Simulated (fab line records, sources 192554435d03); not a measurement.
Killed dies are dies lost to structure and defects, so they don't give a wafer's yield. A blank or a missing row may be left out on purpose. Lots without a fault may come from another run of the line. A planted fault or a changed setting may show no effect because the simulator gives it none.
Which tool did it? | flow n5_finfet | 10 lots, 30 wafers sampled, at 5 steps of a route of 1938

WHAT THE GAUGES READ, wafer by wafer
The record holds no reading of a measuring or inspecting step that can be judged against a usual standard deviation.

WHICH TOOL RAN EACH LOT (tool, then ch and the chambers of the sampled wafers, then the start)
lot  | N5_BEOL_M14_PRE_CLEAN_42     | N5_PASSIVATION_AL_DEP_21     | N5_PASSIVATION_ETCH_54             | N5_PASSIVATION_STRIP_48            | N5_PASSIVATION_PROBE_49
L119 | pvd_sputter-01, day 11 07:09 | pvd_sputter-02, day 12 03:11 | rie_diel-04 ch 1,2,3, day 12 06:58 | rie_diel-04 ch 1,2,3, day 12 07:16 | -
L120 | pvd_sputter-03, day 11 10:53 | pvd_sputter-01, day 12 03:25 | rie_diel-03 ch 0,2,3, day 12 06:48 | rie_diel-03 ch 0,2,3, day 12 07:05 | -
L123 | pvd_sputter-03, day 12 07:50 | pvd_sputter-02, day 13 04:36 | rie_diel-04 ch 0,1,3, day 13 07:19 | rie_diel-04 ch 0,1,3, day 13 07:37 | -
L126 | pvd_sputter-03, day 12 20:59 | pvd_sputter-01, day 13 12:26 | rie_diel-04 ch 0,3, day 13 15:12   | rie_diel-04 ch 0,3, day 13 15:29   | -
L127 | pvd_sputter-03, day 13 09:56 | pvd_sputter-02, day 14 01:54 | rie_diel-03 ch 0,1,3, day 14 04:35 | rie_diel-03 ch 0,1,3, day 14 04:52 | -
L129 | pvd_sputter-03, day 13 15:43 | pvd_sputter-01, day 14 07:24 | rie_diel-05 ch 1,2,3, day 14 10:07 | rie_diel-05 ch 1,2,3, day 14 10:25 | prober-01, day 14 12:55
L131 | pvd_sputter-03, day 14 07:16 | pvd_sputter-03, day 14 22:32 | rie_diel-03 ch 0,2,3, day 15 01:07 | rie_diel-03 ch 0,2,3, day 15 01:25 | prober-02, day 15 03:55
L137 | pvd_sputter-01, day 15 21:33 | pvd_sputter-02, day 16 13:47 | rie_diel-03 ch 0,2, day 16 16:28   | rie_diel-03 ch 0,2, day 16 16:46   | -
L140 | pvd_sputter-02, day 17 03:48 | pvd_sputter-03, day 18 00:53 | rie_diel-05 ch 1,3, day 18 03:35   | rie_diel-05 ch 1,3, day 18 03:53   | -
L142 | pvd_sputter-03, day 17 07:56 | pvd_sputter-02, day 18 13:23 | rie_diel-04 ch 1,2,3, day 18 16:04 | rie_diel-04 ch 1,2,3, day 18 16:22 | -
- N5_BEOL_M14_PRE_CLEAN_42: time 30 s.
- N5_PASSIVATION_AL_DEP_21: deposits Al, target thk 2800 nm, time 170 s.
- N5_PASSIVATION_ETCH_54: etches SiO2 in CHF3/O2, target depth 880 nm, time 440 s.
- N5_PASSIVATION_STRIP_48: strips in O2.
- N5_PASSIVATION_PROBE_49

WHAT THE TOOLS THEMSELVES READ (means of the sampled wafers that have a number; where no wafer has one, the mark that the record gives instead)
N5_BEOL_M14_PRE_CLEAN_42.
lot  | tool           | heater_power_w (W)
L119 | pvd_sputter-01 | 457
L120 | pvd_sputter-03 | 527
L123 | pvd_sputter-03 | 481
L126 | pvd_sputter-03 | 524
L127 | pvd_sputter-03 | 485
L129 | pvd_sputter-03 | 482
L131 | pvd_sputter-03 | 522
L137 | pvd_sputter-01 | 454
L140 | pvd_sputter-02 | 493
L142 | pvd_sputter-03 | 450

N5_PASSIVATION_AL_DEP_21.
lot  | tool           | cathode_dc_power_W (W) | throttle_valve_pct (%)
L119 | pvd_sputter-02 | 29997                  | 29.7
L120 | pvd_sputter-01 | 30000                  | 29.3
L123 | pvd_sputter-02 | 30006                  | 30.2
L126 | pvd_sputter-01 | 29997                  | 28.6
L127 | pvd_sputter-02 | 29998                  | 29.9
L129 | pvd_sputter-01 | 30000                  | 29.7
L131 | pvd_sputter-03 | 30001                  | 29.3
L137 | pvd_sputter-02 | 30002                  | 30.7
L140 | pvd_sputter-03 | 30003                  | 29.6
L142 | pvd_sputter-02 | 29994                  | 30.1

N5_PASSIVATION_ETCH_54.
lot  | tool        | drypump_motor_current_A (A) | mfc_ar_sccm (sccm) | oes_product_au (a.u.) | rf_vpp_V (V) | showerhead_plenum_p_Torr (Torr) | throttle_valve_pct (%)
L119 | rie_diel-04 | 5.9                         | 200.0              | 0.82                  | 520          | 2.43                            | 18.73
L120 | rie_diel-03 | 5.9                         | 199.6              | 0.86                  | 528          | 2.44                            | 18.93
L123 | rie_diel-04 | 5.9                         | 199.4              | 0.81                  | 525          | 2.46                            | 18.75
L126 | rie_diel-04 | 6.1                         | 200.0              | 0.88                  | 527          | 2.52                            | 18.77
L127 | rie_diel-03 | 6.2                         | 200.1              | 0.80                  | 525          | 2.39                            | 18.96
L129 | rie_diel-05 | 6.2                         | 199.9              | 0.86                  | 524          | 2.38                            | 18.78
L131 | rie_diel-03 | 5.8                         | 200.3              | 0.81                  | 527          | 2.43                            | 18.98
L137 | rie_diel-03 | 5.6                         | 199.3              | 0.84                  | 528          | 2.44                            | 19.08
L140 | rie_diel-05 | 6.2                         | 200.1              | 0.84                  | 530          | 2.38                            | 18.90
L142 | rie_diel-04 | 5.9                         | 200.1              | 0.85                  | 521          | 2.41                            | 18.68

N5_PASSIVATION_STRIP_48.
lot  | tool        | drypump_motor_current_A (A) | o2_flow_sccm (sccm) | oes_product_au (a.u.) | rf_vpp_V (V) | showerhead_plenum_p_Torr (Torr) | temp_c (C) | throttle_valve_pct (%)
L119 | rie_diel-04 | 5.9                         | 224.9               | 0.80                  | 3.5          | 2.11                            | 59.86      | 16.57
L120 | rie_diel-03 | 5.8                         | 225.0               | 0.85                  | 3.6          | 2.12                            | 60.07      | 16.82
L123 | rie_diel-04 | 5.9                         | 225.1               | 0.83                  | 3.9          | 2.15                            | 60.09      | 16.66
L126 | rie_diel-04 | 6.0                         | 225.2               | 0.89                  | 4.1          | 2.20                            | 60.03      | 16.61
L127 | rie_diel-03 | 6.2                         | 225.2               | 0.82                  | 4.4          | 2.08                            | 60.01      | 16.75
L129 | rie_diel-05 | 6.2                         | 224.9               | 0.87                  | 3.1          | 2.07                            | 59.96      | 16.68
L131 | rie_diel-03 | 5.9                         | 224.8               | 0.82                  | 5.2          | 2.11                            | 59.99      | 16.82
L137 | rie_diel-03 | 5.6                         | 225.3               | 0.83                  | 3.3          | 2.11                            | 60.05      | 16.88
L140 | rie_diel-05 | 6.2                         | 225.2               | 0.85                  | 1.9          | 2.07                            | 59.93      | 16.76
L142 | rie_diel-04 | 5.9                         | 224.8               | 0.84                  | 1.3          | 2.10                            | 60.04      | 16.51

N5_PASSIVATION_PROBE_49.
lot  | tool      | defect_limited_yield (%) | killed_at_M0_to_M3 | killed_at_M4_up | killed_at_contacts | killed_at_front_end | killed_at_other | killed_dies | killed_open | killed_short | sort_bin_5_function (%) | sort_bin_6_memory (%) | sort_n_pass | sort_yield_pct (%)
L129 | prober-01 | 81.5                     | 33                 | 137             | 11                 | 34                  | 3.0             | 219         | 63          | 27           | 11.5                    | 4.1                   | 961         | 81.5
L131 | prober-02 | 81.4                     | 30                 | 134             | 7                  | 45                  | 4.0             | 220         | 63          | 36           | 11.5                    | 3.8                   | 960         | 81.4

THE ANSWER, worked out from the rows above alone
Rule: what is usual is taken from the lots themselves. Put in order of their means at a reading, lots are off if they are a third of the lots or fewer, leave a main group of 4 or more, and stand apart from it by a gap of 3 or more times the standard deviation of the main group's means; of several such gaps the widest counts. A main group whose means are all the same, to the digits that the tables above print for the reading, isn't used. A lot without any number at a reading at which 4 lots or more have one is off too. The other lots that the step has rows for count as sound. The gauges are gone through in route order, then the tools' own readings, and for those a lot's mean is taken as printed above. The first step at which some lot is off is used, and at that step the reading that is off furthest; a lot without a number counts as furthest.
No lot is off at any reading shown: from this, nothing can be told.

WHAT THE SIMULATOR HAD PUT IN
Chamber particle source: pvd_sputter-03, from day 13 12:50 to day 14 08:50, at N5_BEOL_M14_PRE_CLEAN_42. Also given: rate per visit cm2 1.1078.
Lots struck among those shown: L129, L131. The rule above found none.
